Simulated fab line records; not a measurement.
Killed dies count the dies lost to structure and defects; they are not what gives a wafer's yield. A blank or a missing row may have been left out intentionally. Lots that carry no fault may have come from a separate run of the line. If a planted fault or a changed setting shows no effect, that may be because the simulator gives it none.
fab line records -- flow nand-harc
[record] lots = 6, wafers = 18, last-day = 34
route steps=1302 shown A_DECK1_JOINT@544 A_ONON_D2@545 END@1302
lots that met no fault: taken from a fault-free run of the same line
start-h: start of the lot's first displayed wafer, in hours after the record's first day -- wait-h: hours elapsed since this lot's preceding step -- " same as the row above -- L1.1+2: a row that stands for several wafers -- - no value, or no start given -- * or withheld: withheld -- < > ~ a bound
route shown NAME@n: NAME is a module with steps in the file, n the number in the route of the first one -- usual: mean/standard deviation taken from wafers without a fault -- same: alike in all rows -- chamber/n: place in a boat -- sites: the reading at each site -- _std_site: the values' standard deviation -- _edge_site: the outer-site mean with the inner-site mean subtracted -- radius-mm: how far each site lies from the wafer's centre -- mask NAME#n: copy n -- behind: the tool/chamber that last shaped the wafer -- hold: why the lot was held/for how many hours/how that ended -- device: the transistor (n, p or np) that didn't switch -- end of line: tests of these same wafers at the route's end -- where a step has no rows: the recipe by itself -- killed: the dies lost at the first sort to structure and to defects; this is not the yield of the wafer -- map: per-die view of a wafer (x killed, . not killed, _ where there is no die)
set.NAME: the run value of the setting; set.NAME@STEP: its run value at that earlier step -- model.NAME: the simulator's own value behind a step, which no gauge read
a table for each step, a row for each wafer; lots at some steps of the route
services: the hour from which a tool's chamber was out of use, counted from the record's first day as start-h (under 0 if before that day), plus the number of hours and why
[[steps]]
[step NHARC_A_DECK1_JOINT_INSPECT_05]
[usual] raw-defect-count = 384/170
lot.wafer,tool,chamber,start-h,wait-h,raw-defect-count
L257.2,defect-inspect-02,-,281.66,0.0,331
L257.4,defect-inspect-02,-,281.66,0.0,429
L257.5,defect-inspect-02,-,281.66,0.0,227
L261.1,defect-inspect-02,-,327.42,0.0,414
L261.3,defect-inspect-02,-,327.42,0.0,513
L261.5,defect-inspect-02,-,327.42,0.0,661
L263.2,defect-inspect-02,-,337.54,0.0,460
L263.4,defect-inspect-02,-,337.54,0.0,308
L263.5,defect-inspect-02,-,337.54,0.0,422
L271.1,defect-inspect-01,-,417.69,0.0,181
L271.2,defect-inspect-01,-,417.69,0.0,178
L271.3,defect-inspect-01,-,417.69,0.0,328
L277.1,defect-inspect-02,-,475.50,0.0,417
L277.3,defect-inspect-02,-,475.50,0.0,633
L277.5,defect-inspect-02,-,475.50,0.0,574
L280.1,defect-inspect-01,-,513.39,0.0,431
L280.3,defect-inspect-01,-,513.39,0.0,340
L280.5,defect-inspect-01,-,513.39,0.0,565
[step NHARC_A_ONON_D2_DEP_00]
[recipe] target-thk-a = 10000, n2-flow-sccm = 2750, n2o-flow-sccm = 2000, nh3-flow-sccm = 500, sih4-flow-sccm = 210, temp-c = 400
[step NHARC_A_ONON_D2_THK_MEAS_02]
[recipe] thk-meas-gauge = ellipsometry
[usual] thk-nm = 1003/11
lot.wafer,tool,chamber,start-h,wait-h,thk-nm
L257.2,film-metro-01,-,282.24,-,1020
L257.4,film-metro-01,-,282.24,-,1023
L257.5,film-metro-01,-,282.24,-,1020
L261.1,film-metro-02,-,328.02,-,1003
L261.3,film-metro-02,-,328.02,-,1004
L261.5,film-metro-02,-,328.02,-,1002
L263.2,film-metro-02,-,338.11,-,993
L263.4,film-metro-02,-,338.11,-,990
L263.5,film-metro-02,-,338.11,-,993
L271.1,film-metro-02,-,418.26,-,995
L271.2,film-metro-02,-,418.26,-,992
L271.3,film-metro-02,-,418.26,-,992
L277.1,film-metro-01,-,476.08,-,993
L277.3,film-metro-01,-,476.08,-,990
L277.5,film-metro-01,-,476.08,-,992
L280.1,film-metro-02,-,513.96,-,1008
L280.3,film-metro-02,-,513.96,-,1009
L280.5,film-metro-02,-,513.96,-,1009
[step NHARC_A_ONON_D2_DEP_03]
[recipe] target-thk-a = 10000, n2-flow-sccm = 2750, n2o-flow-sccm = 2000, nh3-flow-sccm = 500, sih4-flow-sccm = 210, temp-c = 400
[step NHARC_A_ONON_D2_THK_MEAS_05]
[recipe] thk-meas-gauge = ellipsometry
[usual] thk-nm = 1001/10
lot.wafer,tool,chamber,start-h,wait-h,thk-nm
L257.2,film-metro-02,-,282.81,-,1016
L257.4,film-metro-02,-,282.81,-,1013
L257.5,film-metro-02,-,282.81,-,1014
L261.1,film-metro-02,-,328.59,-,1015
L261.3,film-metro-02,-,328.59,-,1012
L261.5,film-metro-02,-,328.59,-,1013
L263.2,film-metro-02,-,338.68,-,1001
L263.4,film-metro-02,-,338.68,-,999
L263.5,film-metro-02,-,338.68,-,1001
L271.1,film-metro-02,-,418.83,-,1011
L271.2,film-metro-02,-,418.83,-,1012
L271.3,film-metro-02,-,418.83,-,1009
L277.1,film-metro-02,-,476.65,-,993
L277.3,film-metro-02,-,476.65,-,993
L277.5,film-metro-02,-,476.65,-,990
L280.1,film-metro-01,-,514.53,-,1006
L280.3,film-metro-01,-,514.53,-,1005
L280.5,film-metro-01,-,514.53,-,1006
[step NHARC_A_ONON_D2_DEP_06]
[recipe] target-thk-a = 10000, n2-flow-sccm = 2750, n2o-flow-sccm = 2000, nh3-flow-sccm = 500, sih4-flow-sccm = 210, temp-c = 400
[step NHARC_A_ONON_D2_THK_MEAS_08]
[recipe] thk-meas-gauge = ellipsometry
[usual] thk-nm = 998/11
lot.wafer,tool,chamber,start-h,wait-h,thk-nm
L257.2,film-metro-01,-,283.38,-,1009
L257.4,film-metro-01,-,283.38,-,1009
L257.5,film-metro-01,-,283.38,-,1010
L261.1,film-metro-02,-,329.15,-,992
L261.3,film-metro-02,-,329.15,-,991
L261.5,film-metro-02,-,329.15,-,993
L263.2,film-metro-01,-,339.23,-,966
L263.4,film-metro-01,-,339.23,-,968
L263.5,film-metro-01,-,339.23,-,967
L271.1,film-metro-02,-,419.39,-,1010
L271.2,film-metro-02,-,419.39,-,1010
L271.3,film-metro-02,-,419.39,-,1011
L277.1,film-metro-01,-,477.21,-,991
L277.3,film-metro-01,-,477.21,-,993
L277.5,film-metro-01,-,477.21,-,990
L280.1,film-metro-02,-,515.09,-,992
L280.3,film-metro-02,-,515.09,-,994
L280.5,film-metro-02,-,515.09,-,991
[step NHARC_A_ONON_D2_DEP_09]
[recipe] target-thk-a = 10000, n2-flow-sccm = 2750, n2o-flow-sccm = 2000, nh3-flow-sccm = 500, sih4-flow-sccm = 210, temp-c = 400
[step NHARC_A_ONON_D2_THK_MEAS_11]
[recipe] thk-meas-gauge = ellipsometry
[usual] thk-nm = 1001/9
lot.wafer,tool,chamber,start-h,wait-h,thk-nm
L257.2,film-metro-02,-,283.94,-,1000
L257.4,film-metro-02,-,283.94,-,999
L257.5,film-metro-02,-,283.94,-,999
L261.1,film-metro-01,-,329.74,-,1018
L261.3,film-metro-01,-,329.74,-,1017
L261.5,film-metro-01,-,329.74,-,1018
L263.2,film-metro-01,-,339.80,-,997
L263.4,film-metro-01,-,339.80,-,996
L263.5,film-metro-01,-,339.80,-,998
L271.1,film-metro-01,-,419.96,-,1019
L271.2,film-metro-01,-,419.96,-,1020
L271.3,film-metro-01,-,419.96,-,1021
L277.1,film-metro-02,-,477.79,-,1001
L277.3,film-metro-02,-,477.79,-,1001
L277.5,film-metro-02,-,477.79,-,1001
L280.1,film-metro-01,-,515.68,-,985
L280.3,film-metro-01,-,515.68,-,984
L280.5,film-metro-01,-,515.68,-,984
[step NHARC_A_ONON_D2_DEP_12]
[recipe] target-thk-a = 10000, n2-flow-sccm = 2750, n2o-flow-sccm = 2000, nh3-flow-sccm = 500, sih4-flow-sccm = 210, temp-c = 400
[step NHARC_A_ONON_D2_THK_MEAS_14]
[recipe] thk-meas-gauge = ellipsometry
[usual] thk-nm = 997/11
lot.wafer,tool,chamber,start-h,wait-h,thk-nm
L257.2,film-metro-02,-,284.51,-,989
L257.4,film-metro-02,-,284.51,-,987
L257.5,film-metro-02,-,284.51,-,986
L261.1,film-metro-02,-,330.30,-,996
L261.3,film-metro-02,-,330.30,-,994
L261.5,film-metro-02,-,330.30,-,996
L263.2,film-metro-01,-,340.37,-,989
L263.4,film-metro-01,-,340.37,-,989
L263.5,film-metro-01,-,340.37,-,991
L271.1,film-metro-02,-,420.53,-,1000
L271.2,film-metro-02,-,420.53,-,1001
L271.3,film-metro-02,-,420.53,-,999
L277.1,film-metro-02,-,478.36,-,1015
L277.3,film-metro-02,-,478.36,-,1016
L277.5,film-metro-02,-,478.36,-,1015
L280.1,film-metro-02,-,516.25,-,999
L280.3,film-metro-02,-,516.25,-,997
L280.5,film-metro-02,-,516.25,-,999
[step NHARC_A_ONON_D2_ANNEAL_15]
[recipe] temp-c = 750, time-s = 3600
[step NHARC_A_ONON_D2_DEP_16]
[recipe] target-thk-a = 10000, n2-flow-sccm = 2750, n2o-flow-sccm = 2000, nh3-flow-sccm = 500, sih4-flow-sccm = 210, temp-c = 400
[usual] n2-flow-sccm = 2748/8.5, susceptor-temp-C = 399.96/0.23
lot.wafer,tool,chamber,start-h,wait-h,n2-flow-sccm,susceptor-temp-C
L257.2,pecvd-onon-01,0,291.44,0.4,2748,399.67
L257.4,pecvd-onon-01,0,291.44,0.4,2744,399.70
L257.5,pecvd-onon-01,0,291.44,0.4,2772,399.70
L261.1,pecvd-onon-02,0,339.10,0.4,2758,399.80
L261.3,pecvd-onon-02,0,339.10,0.4,2750,400.10
L261.5,pecvd-onon-02,0,339.10,0.4,2752,400.09
L263.2,pecvd-onon-02,0,347.27,0.4,2743,399.82
L263.4,pecvd-onon-02,0,347.27,0.4,2744,399.90
L263.5,pecvd-onon-02,0,347.27,0.4,2739,399.75
L271.1,pecvd-onon-01,0,427.26,0.4,2755,399.56
L271.2,pecvd-onon-01,0,427.26,0.4,2752,399.65
L271.3,pecvd-onon-01,0,427.26,0.4,2745,399.54
L277.1,pecvd-onon-01,0,485.23,0.4,2765,399.96
L277.3,pecvd-onon-01,0,485.23,0.4,2765,399.84
L277.5,pecvd-onon-01,0,485.23,0.4,2764,399.95
L280.1,pecvd-onon-02,0,521.68,0.4,2761,399.66
L280.3,pecvd-onon-02,0,521.68,0.4,2763,399.54
L280.5,pecvd-onon-02,0,521.68,0.4,2755,399.82
[step NHARC_A_ONON_D2_THK_MEAS_18]
[recipe] thk-meas-gauge = ellipsometry
[usual] thk-nm = 998/10
lot.wafer,tool,chamber,start-h,wait-h,thk-nm
L257.2,film-metro-01,-,291.88,-,987
L257.4,film-metro-01,-,291.88,-,988
L257.5,film-metro-01,-,291.88,-,988
L261.1,film-metro-02,-,339.61,-,1004
L261.3,film-metro-02,-,339.61,-,609
L261.5,film-metro-02,-,339.61,-,608
L263.2,film-metro-01,-,347.72,-,1002
L263.4,film-metro-01,-,347.72,-,1000
L263.5,film-metro-01,-,347.72,-,604
L271.1,film-metro-01,-,427.77,-,1017
L271.2,film-metro-01,-,427.77,-,1014
L271.3,film-metro-01,-,427.77,-,1016
L277.1,film-metro-02,-,485.74,-,1007
L277.3,film-metro-02,-,485.74,-,1009
L277.5,film-metro-02,-,485.74,-,1009
L280.1,film-metro-01,-,522.19,-,1018
L280.3,film-metro-01,-,522.19,-,1018
L280.5,film-metro-01,-,522.19,-,1017
[step NHARC_A_ONON_D2_DEP_19]
[recipe] target-thk-a = 10000, n2-flow-sccm = 2750, n2o-flow-sccm = 2000, nh3-flow-sccm = 500, sih4-flow-sccm = 210, temp-c = 400
[step NHARC_END_SORT_01]
[recipe] temp-c = 25
[usual] killed-at-array = 54/17, killed-at-other = 0.7/1, killed-at-periphery = 3.7/2.9, killed-dies = 58/16, killed-open = 3.2/1.9, killed-short = 2.2/1.5
[same] gross-dies = 677
lot.wafer,tool,chamber,start-h,wait-h,killed-at-array,killed-at-other,killed-at-periphery,killed-dies,killed-open,killed-short
L261.3,prober-01,0,599.01,3.1,673,1,3,677,4,0
L261.5,prober-01,0,600.62,3.7,675,1,1,677,1,1
L263.5,prober-01,0,634.33,3.7,675,1,1,677,2,2
// killed by level:class
L261.3 A_ONON_D2:area-dep=613 A_CHANNEL_HOLE_D1:chamber-film-flake=35 A_SLIT:chamber-film-flake=11 A_CHANNEL_HOLE_D2:chamber-film-flake=6 P_STI:chamber-film-flake=3 A_ZERO_WELL:chamber-film-flake=2 A_ONON_D1:geometric-particle:open=1 A_ONON_D2:geometric-particle:open=1
L261.5 A_ONON_D2:area-dep=611 A_CHANNEL_HOLE_D1:chamber-film-flake=43 A_SLIT:chamber-film-flake=10 A_CHANNEL_HOLE_D2:chamber-film-flake=3 A_WL_FILL:chamber-film-flake=2 A_ONON_D2:geometric-particle:short=1 A_M1:geometric-particle:open=1 P_STI:chamber-film-flake=1
L263.5 A_ONON_D2:area-dep=642 A_SLIT:chamber-film-flake=12 A_CONTACT:chamber-film-flake=6 A_CHANNEL_HOLE_D2:chamber-film-flake=5 A_WL_FILL:chamber-film-flake=3 A_CHANNEL_HOLE_D1:chamber-film-flake=2 A_SGD_CUT:chamber-film-flake=2 P_M1:geometric-particle:short=1
// map L261.3 (x killed, . not)
____________x____________
_________xxxxxxx_________
_______xxxxxxxxxxx_______
______xxxxxxxxxxxxx______
_____xxxxxxxxxxxxxxx_____
____xxxxxxxxxxxxxxxxx____
____xxxxxxxxxxxxxxxxx____
___xxxxxxxxxxxxxxxxxxx___
___xxxxxxxxxxxxxxxxxxx___
__xxxxxxxxxxxxxxxxxxxxx__
__xxxxxxxxxxxxxxxxxxxxx__
_xxxxxxxxxxxxxxxxxxxxxxx_
_xxxxxxxxxxxxxxxxxxxxxxx_
_xxxxxxxxxxxxxxxxxxxxxxx_
_xxxxxxxxxxxxxxxxxxxxxxx_
_xxxxxxxxxxxxxxxxxxxxxxx_
xxxxxxxxxxxxxxxxxxxxxxxxx
xxxxxxxxxxxxxxxxxxxxxxxxx
xxxxxxxxxxxxxxxxxxxxxxxxx
xxxxxxxxxxxxxxxxxxxxxxxxx
xxxxxxxxxxxxxxxxxxxxxxxxx
_xxxxxxxxxxxxxxxxxxxxxxx_
_xxxxxxxxxxxxxxxxxxxxxxx_
_xxxxxxxxxxxxxxxxxxxxxxx_
_xxxxxxxxxxxxxxxxxxxxxxx_
_xxxxxxxxxxxxxxxxxxxxxxx_
__xxxxxxxxxxxxxxxxxxxxx__
__xxxxxxxxxxxxxxxxxxxxx__
___xxxxxxxxxxxxxxxxxxx___
___xxxxxxxxxxxxxxxxxxx___
____xxxxxxxxxxxxxxxxx____
____xxxxxxxxxxxxxxxxx____
_____xxxxxxxxxxxxxxx_____
______xxxxxxxxxxxxx______
_______xxxxxxxxxxx_______
_________xxxxxxx_________
____________x____________
// map L263.5 (x killed, . not)
____________x____________
_________xxxxxxx_________
_______xxxxxxxxxxx_______
______xxxxxxxxxxxxx______
_____xxxxxxxxxxxxxxx_____
____xxxxxxxxxxxxxxxxx____
____xxxxxxxxxxxxxxxxx____
___xxxxxxxxxxxxxxxxxxx___
___xxxxxxxxxxxxxxxxxxx___
__xxxxxxxxxxxxxxxxxxxxx__
__xxxxxxxxxxxxxxxxxxxxx__
_xxxxxxxxxxxxxxxxxxxxxxx_
_xxxxxxxxxxxxxxxxxxxxxxx_
_xxxxxxxxxxxxxxxxxxxxxxx_
_xxxxxxxxxxxxxxxxxxxxxxx_
_xxxxxxxxxxxxxxxxxxxxxxx_
xxxxxxxxxxxxxxxxxxxxxxxxx
xxxxxxxxxxxxxxxxxxxxxxxxx
xxxxxxxxxxxxxxxxxxxxxxxxx
xxxxxxxxxxxxxxxxxxxxxxxxx
xxxxxxxxxxxxxxxxxxxxxxxxx
_xxxxxxxxxxxxxxxxxxxxxxx_
_xxxxxxxxxxxxxxxxxxxxxxx_
_xxxxxxxxxxxxxxxxxxxxxxx_
_xxxxxxxxxxxxxxxxxxxxxxx_
_xxxxxxxxxxxxxxxxxxxxxxx_
__xxxxxxxxxxxxxxxxxxxxx__
__xxxxxxxxxxxxxxxxxxxxx__
___xxxxxxxxxxxxxxxxxxx___
___xxxxxxxxxxxxxxxxxxx___
____xxxxxxxxxxxxxxxxx____
____xxxxxxxxxxxxxxxxx____
_____xxxxxxxxxxxxxxx_____
______xxxxxxxxxxxxx______
_______xxxxxxxxxxx_______
_________xxxxxxx_________
____________x____________
[[services]]
tool,chamber,start-h,hours,kind
pecvd-onon-01,-,269.10,13.0,pm
pecvd-onon-02,-,366.00,13.0,pm
pecvd-onon-01,-,450.19,13.0,pm
pecvd-onon-01,-,491.37,0.0,repair
[[key]]
[first-sign] step = NHARC_A_ONON_D2_THK_MEAS_18, reading = thk-nm, direction = down, sigmas = 39, usual = 998, struck = 607
[effect] step = NHARC_END_SORT_01, reading = killed-dies, direction = up, sigmas = 38, usual = 58, struck = 677
[more-kills-born-at] NHARC_A_ONON_D2_DEP_16@pecvd-onon-02 = 1866
met-at NHARC_A_ONON_D2_DEP_16
struck-wafers L261.3,L261.5,L263.5
later-rows-left-out L261.3,L261.5,L263.5
tester-left-out L261,L263
[fault] kind = process-parameter-drift, tool = pecvd-onon-02, chamber = -, onset-h = 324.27, steps = NHARC_A_ONON_D2_DEP_16, channel = target-thk-a, offset = *, shape = step, end-h = 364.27, scope = struck-wafers-only, acts-in = *, stated = *
// tester-left-out: of these lots the tester's yield and bins aren't shown, on N5 and GAA mostly nor the transistor test; their killed dies are dies lost to structure and defects alone, not to doping, threshold or leakage, so they don't give the yield
// later-rows-left-out: the simulator's readings of these wafers behind a module that went badly wrong aren't trusted and aren't shown, but for the sort
